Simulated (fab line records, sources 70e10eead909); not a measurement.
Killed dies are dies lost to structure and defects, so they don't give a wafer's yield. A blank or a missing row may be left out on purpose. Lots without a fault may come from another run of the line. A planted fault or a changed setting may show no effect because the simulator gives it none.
fab line records | flow nand_harc
record lots=14 wafers=42 last_day=32
route steps=1302 shown P_M1@307 A_BONDPAD@1226 THIN_TSV@1279 END@1302
lots that met no fault: from a run of the same line without faults
start_h: hours from the record's first day to the start of the lot's first wafer shown | wait_h: hours since the lot's step before | " the same as in the row above | L1.1+2: a row that stands for several wafers | - no value, or no start given | * or withheld: withheld | < > ~ a bound
route shown NAME@n: a module of which the file shows steps, and the number in the route of the first | usual: mean/standard deviation of fault-free wafers | same: alike in all rows | chamber/n: place in a boat | sites: the reading at each site | _std_site: their standard deviation | _edge_site: outer sites' mean less inner sites' | radius_mm: how far each site lies from the wafer's centre | mask NAME#n: copy n | behind: the tool/chamber that last shaped the wafer | hold: why the lot was held/for how many hours/how that ended | device: the transistor (n, p or np) that didn't switch | end of line: the same wafers' tests at the end of the route | a step without rows: its recipe alone | killed: dies lost to structure and defects at the first sort, not the wafer's yield | map: a wafer's dies, x killed, . not, _ none there
set.NAME: the setting as run; set.NAME@STEP: as run at that earlier step | model.NAME: the simulator's own value behind a step, which no gauge read
steps of the route over a sample of lots; a table a step, a row a wafer
services: from which hour (start_h, from the record's first day; less than 0 if before it) a tool's chamber was out of use, for how many hours, and why
## steps
# step NHARC_P_M1_PVD_20
# recipe target_thk_a=50 bias_v=168.6 power_w=15000 chamber_pressure_pa=0.12 time_s=8.06 substrate_temp_c=50 material=TaN
# usual substrate_temp_c=50.02/0.11 throttle_valve_pct=30.2/1
# same time_s=8.06
# columns lot.wafer tool chamber start_h wait_h substrate_temp_c throttle_valve_pct
L378.3 pvd_sputter-03 - 135.78 - 49.83 29.6
L378.5 " - " " 49.92 30.5
L378.6 " - " " 50.03 31.8
L379.2 pvd_sputter-01 - 142.42 - 50.17 30.2
L379.4 " - " " 49.90 30.2
L379.5 " - " " 50.02 30.1
L382.3 pvd_sputter-01 - 168.65 - 49.98 30.2
L382.4 " - " " 49.97 29.2
L382.2 " - " " 50.03 30.4
L384.4 pvd_sputter-02 - 187.39 - 50.04 31.0
L384.3 " - " " 50.16 29.2
L384.2 " - " " 50.02 29.5
L385.3 pvd_sputter-03 - 197.28 - 49.98 30.4
L385.5 " - " " 49.92 30.2
L385.6 " - " " 50.05 32.9
L386.4 pvd_sputter-01 - 208.74 - 50.30 29.7
L386.1 " - " " 50.00 30.0
L386.6 " - " " 50.01 29.1
L387.4 pvd_sputter-02 - 228.77 - 49.92 29.9
L387.3 " - " " 50.05 29.2
L387.6 " - " " 49.99 30.2
L388.2 pvd_sputter-03 - 233.97 - 50.04 32.4
L388.1 " - " " 50.01 30.1
L388.6 " - " " 49.90 30.3
L390.1 pvd_sputter-03 - 250.98 - 49.93 32.6
L390.4 " - " " 50.06 30.1
L390.3 " - " " 49.99 30.1
L394.2 pvd_sputter-03 - 289.41 - 50.05 30.3
L394.5 " - " " 50.01 30.3
L394.6 " - " " 50.13 32.6
L395.2 pvd_sputter-03 - 303.52 - 50.08 29.4
L395.3 " - " " 50.05 30.0
L395.5 " - " " 50.19 30.2
L396.3 pvd_sputter-03 - 308.97 - 50.25 30.3
L396.2 " - " " 49.98 32.6
L396.5 " - " " 50.11 30.3
L399.4 pvd_sputter-02 - 339.10 - 50.08 30.1
L399.3 " - " " 50.06 30.2
L399.6 " - " " 50.21 30.0
L400.1 pvd_sputter-01 - 347.70 - 50.15 29.2
L400.4 " - " " 50.03 29.0
L400.3 " - " " 50.08 29.0
# step NHARC_A_BONDPAD_PRE_CLEAN_26
# recipe time_s=30 temp_c=280 gas=H2/He
# usual heater_power_w=415/39
# same time_s=30
# columns lot.wafer tool chamber start_h wait_h heater_power_w
L378.3 pvd_sputter-01 - - - 415
L378.5 " - " " 427
L378.6 " - " " 392
L379.2 pvd_sputter-03 - - - 373
L379.4 " - " " 469
L379.5 " - " " 372
L384.3 pvd_sputter-03 - - - 367
L384.4 " - " " 461
L384.2 " - " " 394
L382.3 pvd_sputter-01 - - - 338
L382.2 " - " " 426
L382.4 " - " " 399
L385.3 pvd_sputter-01 - - - 427
L385.6 " - " " 418
L385.5 " - " " 396
L386.1 pvd_sputter-02 - - - 419
L386.4 " - " " 417
L386.6 " - " " 476
L387.3 pvd_sputter-03 - - - 442
L387.4 " - " " 386
L387.6 " - " " 452
L388.1 pvd_sputter-03 - - - 357
L388.2 " - " " 450
L388.6 " - " " 458
L390.3 pvd_sputter-02 - - - 499
L390.4 " - " " 414
L390.1 " - " " 405
L394.2 pvd_sputter-02 - - - 504
L394.5 " - " " 427
L394.6 " - " " 416
L396.2 pvd_sputter-01 - - - 378
L396.3 " - " " 420
L396.5 " - " " 378
L395.2 pvd_sputter-02 - - - 418
L395.3 " - " " 505
L395.5 " - " " 413
L400.3 pvd_sputter-03 - - - 439
L400.1 " - " " 369
L400.4 " - " " 462
L399.4 pvd_sputter-01 - - - 364
L399.3 " - " " 414
L399.6 " - " " 410
# step NHARC_A_BONDPAD_PVD_17
# recipe target_thk_a=50 bias_v=168.6 power_w=15000 chamber_pressure_pa=0.12 time_s=8.06 substrate_temp_c=50 material=TaN
# usual substrate_temp_c=49.99/0.12 throttle_valve_pct=30.0/0.84
# same time_s=8.06
# columns lot.wafer tool chamber start_h wait_h substrate_temp_c throttle_valve_pct
L378.3 pvd_sputter-01 - - - 50.18 29.1
L378.5 " - " " 49.99 29.9
L378.6 " - " " 50.01 28.8
L379.2 pvd_sputter-03 - - - 50.04 29.7
L379.4 " - " " 50.00 29.9
L379.5 " - " " 49.92 29.8
L384.4 pvd_sputter-03 - - - 49.83 30.1
L384.3 " - " " 50.22 29.8
L384.2 " - " " 50.10 31.5
L382.4 pvd_sputter-01 - - - 49.78 29.8
L382.3 " - " " 50.00 28.8
L382.2 " - " " 50.13 29.4
L385.3 pvd_sputter-01 - - - 49.91 29.8
L385.5 " - " " 50.02 30.1
L385.6 " - " " 50.26 29.8
L386.1 pvd_sputter-02 - - - 49.87 29.4
L386.4 " - " " 50.01 29.4
L386.6 " - " " 49.95 29.6
L387.4 pvd_sputter-03 - - - 50.05 30.0
L387.3 " - " " 50.22 31.3
L387.6 " - " " 50.06 29.9
L388.2 pvd_sputter-03 - - - 50.05 29.6
L388.1 " - " " 49.75 29.9
L388.6 " - " " 49.95 30.1
L390.3 pvd_sputter-02 - - - 50.09 29.6
L390.1 " - " " 50.01 30.6
L390.4 " - " " 50.21 31.4
L394.2 pvd_sputter-02 - - - 50.18 29.7
L394.6 " - " " 49.84 29.2
L394.5 " - " " 50.02 30.7
L396.3 pvd_sputter-01 - - - 50.03 28.4
L396.2 " - " " 49.96 29.7
L396.5 " - " " 49.85 28.3
L395.2 pvd_sputter-02 - - - 49.92 31.6
L395.3 " - " " 49.96 29.4
L395.5 " - " " 49.84 30.8
L400.1 pvd_sputter-03 - - - 50.01 29.9
L400.3 " - " " 50.01 29.7
L400.4 " - " " 49.89 32.2
L399.3 pvd_sputter-01 - - - 49.76 29.5
L399.4 " - " " 49.95 29.6
L399.6 " - " " 49.98 30.4
# step NHARC_THIN_TSV_DEGAS_53
# recipe temp_c=300 time_s=60
# usual heater_power_w=470/45
# same time_s=60
# columns lot.wafer tool chamber start_h wait_h heater_power_w
L378.3 pvd_sputter-01 - 549.39 0.1 482
L378.6 " - " " 393
L378.5 " - " " 473
L379.2 pvd_sputter-01 - 561.93 0.1 390
L379.4 " - " " 445
L379.5 " - " " 392
L384.3 pvd_sputter-02 - 593.10 0.1 464
L384.2 " - " " 482
L384.4 " - " " 488
L382.3 pvd_sputter-01 - 598.60 0.1 477
L382.4 " - " " 430
L382.2 " - " " 403
L386.1 pvd_sputter-03 - 630.71 0.1 419
L386.4 " - " " 442
L386.6 " - " " 429
L385.3 pvd_sputter-01 - 631.63 0.1 438
L385.5 " - " " 457
L385.6 " - " " 425
L387.3 pvd_sputter-02 - 652.03 0.1 469
L387.4 " - " " 486
L387.6 " - " " 478
L388.2 pvd_sputter-02 - 664.90 0.1 576
L388.1 " - " " 479
L388.6 " - " " 562
L390.3 pvd_sputter-03 - 696.34 0.1 524
L390.4 " - " " 457
L390.1 " - " " 422
L394.2 pvd_sputter-02 - 711.46 0.1 479
L394.5 " - " " 460
L394.6 " - " " 471
L396.3 pvd_sputter-02 - 726.51 0.1 475
L396.2 " - " " 566
L396.5 " - " " 480
L395.3 pvd_sputter-01 - 727.75 0.1 477
L395.2 " - " " 447
L395.5 " - " " 488
L400.1 pvd_sputter-02 - 760.84 0.1 462
L400.4 " - " " 478
L400.3 " - " " 566
L399.4 pvd_sputter-03 - 761.67 0.1 420
L399.3 " - " " 524
L399.6 " - " " 530
# step NHARC_END_SORT_01
# recipe temp_c=25
# usual defect_limited_yield=90.9/2.4 killed_at_array=56/17 killed_at_other=1.2/1.4 killed_at_periphery=4/3.2 killed_dies=61/16 killed_open=3.6/2.1 killed_short=2.7/1.8
# same gross_dies=677
# columns lot.wafer tool chamber start_h wait_h defect_limited_yield[%] killed_at_array killed_at_other killed_at_periphery killed_dies killed_open killed_short
L394.2 prober-02 0 722.42 2.8 77.4 66 5 82 153 0 0
L394.5 prober-02 0 724.80 3.7 78.6 65 2 78 145 1 2
L394.6 prober-02 0 725.59 4.0 76.1 80 1 81 162 4 1
L395.2 prober-02 0 737.96 2.8 80.5 46 0 86 132 3 6
L395.3 prober-02 0 738.76 3.1 82.1 43 0 78 121 1 2
L395.5 prober-02 0 740.37 3.7 78.9 65 0 78 143 3 5
L396.2 prober-01 0 739.22 2.8 79.2 62 0 79 141 3 4
L396.3 prober-01 0 740.03 3.1 75.3 86 0 81 167 2 1
L396.5 prober-01 0 741.63 3.7 75.0 74 0 95 169 0 4
# killed by level:class
L394.2 P_M1:unspecified=82 A_CHANNEL_HOLE_D1:chamber_film_flake=32 A_SLIT:chamber_film_flake=31 THIN_TSV:chamber_film_flake=5 A_STAIRCASE:chamber_film_flake=2 A_CONTACT:chamber_film_flake=1
L394.5 P_M1:unspecified=76 A_SLIT:chamber_film_flake=31 A_CHANNEL_HOLE_D1:chamber_film_flake=23 A_STAIRCASE:chamber_film_flake=6 A_CHANNEL_FILL_D2:geometric_particle:short=2 THIN_TSV:chamber_film_flake=2 A_SGD_CUT:geometric_particle:open=1 P_ZERO_WELL:chamber_film_flake=1
L394.6 P_M1:unspecified=79 A_CHANNEL_HOLE_D1:chamber_film_flake=36 A_SLIT:chamber_film_flake=36 A_STAIRCASE:chamber_film_flake=3 A_CHANNEL_HOLE_D2:geometric_particle:open=2 P_CONTACT:geometric_particle:open=1 A_ONON_D2:geometric_particle:open=1 A_WL_FILL:geometric_particle:short=1
L395.2 P_M1:unspecified=84 A_CHANNEL_HOLE_D2:chamber_film_flake=21 A_CHANNEL_HOLE_D1:chamber_film_flake=7 A_CONTACT:chamber_film_flake=7 P_CONTACT:geometric_particle:short=1 A_CHANNEL_HOLE_D1:geometric_particle:short=1 A_CHANNEL_HOLE_D1:geometric_particle:open=1 A_CHANNEL_FILL_D1:geometric_particle:open=1
L395.3 P_M1:unspecified=76 A_CHANNEL_HOLE_D2:chamber_film_flake=21 A_CHANNEL_HOLE_D1:chamber_film_flake=12 A_SLIT:chamber_film_flake=4 P_M0:geometric_particle:open=1 A_DECK1_JOINT:geometric_particle:short=1 A_BLC:geometric_particle:short=1 P_STI:chamber_film_flake=1
L396.2 P_M1:unspecified=71 A_SLIT:chamber_film_flake=39 A_CHANNEL_HOLE_D1:chamber_film_flake=12 A_BONDPAD:chamber_film_flake=4 P_ZERO_WELL:chamber_film_flake=3 P_BONDPAD:chamber_film_flake=2 P_STI:geometric_particle:short=1 P_M0:geometric_particle:short=1
L396.3 P_M1:unspecified=78 A_SLIT:chamber_film_flake=37 A_CHANNEL_HOLE_D1:chamber_film_flake=31 A_STAIRCASE:chamber_film_flake=6 A_CONTACT:chamber_film_flake=3 A_BONDPAD:chamber_film_flake=3 A_ONON_D2:geometric_particle:open=2 P_ZERO_WELL:chamber_film_flake=2
L395.5 P_M1:unspecified=75 A_CHANNEL_HOLE_D2:chamber_film_flake=25 A_CHANNEL_HOLE_D1:chamber_film_flake=13 A_SLIT:chamber_film_flake=10 A_CONTACT:chamber_film_flake=6 A_ONON_D2:geometric_particle:short=2 P_STI:chamber_film_flake=2 A_STAIRCASE:chamber_film_flake=2
L396.5 P_M1:unspecified=81 A_CHANNEL_HOLE_D1:chamber_film_flake=35 A_SLIT:chamber_film_flake=29 P_ZERO_WELL:chamber_film_flake=5 P_BONDPAD:chamber_film_flake=5 A_STAIRCASE:chamber_film_flake=3 A_WL_FILL:chamber_film_flake=3 P_CONTACT:geometric_particle:short=2
## services
# columns tool chamber start_h hours kind
pvd_sputter-03 - 170.00 10.0 pm
pvd_sputter-01 - 196.05 4.3 repair
pvd_sputter-01 - 226.00 10.0 pm
pvd_sputter-01 - 250.83 0.5 repair
pvd_sputter-02 - 268.20 1.1 repair
pvd_sputter-02 - 282.05 10.0 pm
pvd_sputter-03 - 348.00 10.0 pm
pvd_sputter-02 - 386.53 4.6 repair
pvd_sputter-01 - 404.00 10.0 pm
pvd_sputter-03 - 425.65 0.5 repair
pvd_sputter-02 - 460.05 10.0 pm
pvd_sputter-02 - 474.77 2.0 repair
pvd_sputter-01 - 504.72 1.1 repair
pvd_sputter-03 - 526.00 10.0 pm
pvd_sputter-01 - 563.59 2.2 repair
pvd_sputter-01 - 571.11 7.1 repair
pvd_sputter-02 - 581.01 4.6 repair
pvd_sputter-01 - 582.01 10.0 pm
pvd_sputter-01 - 596.88 1.0 repair
pvd_sputter-03 - 649.28 11.3 repair
pvd_sputter-03 - 698.80 2.1 repair
pvd_sputter-03 - 704.00 10.0 pm
pvd_sputter-01 - 709.21 2.4 repair
pvd_sputter-01 - 736.16 2.0 repair
## key
first_sign step=NHARC_END_SORT_01 reading=killed_at_periphery direction=up sigmas=24 usual=4 struck=82
effect step=NHARC_END_SORT_01 reading=defect_limited_yield direction=down sigmas=5.3 usual=90.9 struck=78.1
more_kills_born_at NHARC_P_M1_PVD_20@pvd_sputter-03=702
met_at NHARC_P_M1_PVD_20
struck_lots L394,L395,L396
not_acting_at NHARC_A_BONDPAD_PRE_CLEAN_26,NHARC_A_BONDPAD_PVD_17,NHARC_THIN_TSV_DEGAS_53
onset_between 250.98 289.41
fault kind=chamber_particle_source tool=pvd_sputter-03 chamber=- onset_h=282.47 steps=NHARC_P_M1_PVD_20 rate_per_visit_cm2=0.77611 end_h=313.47
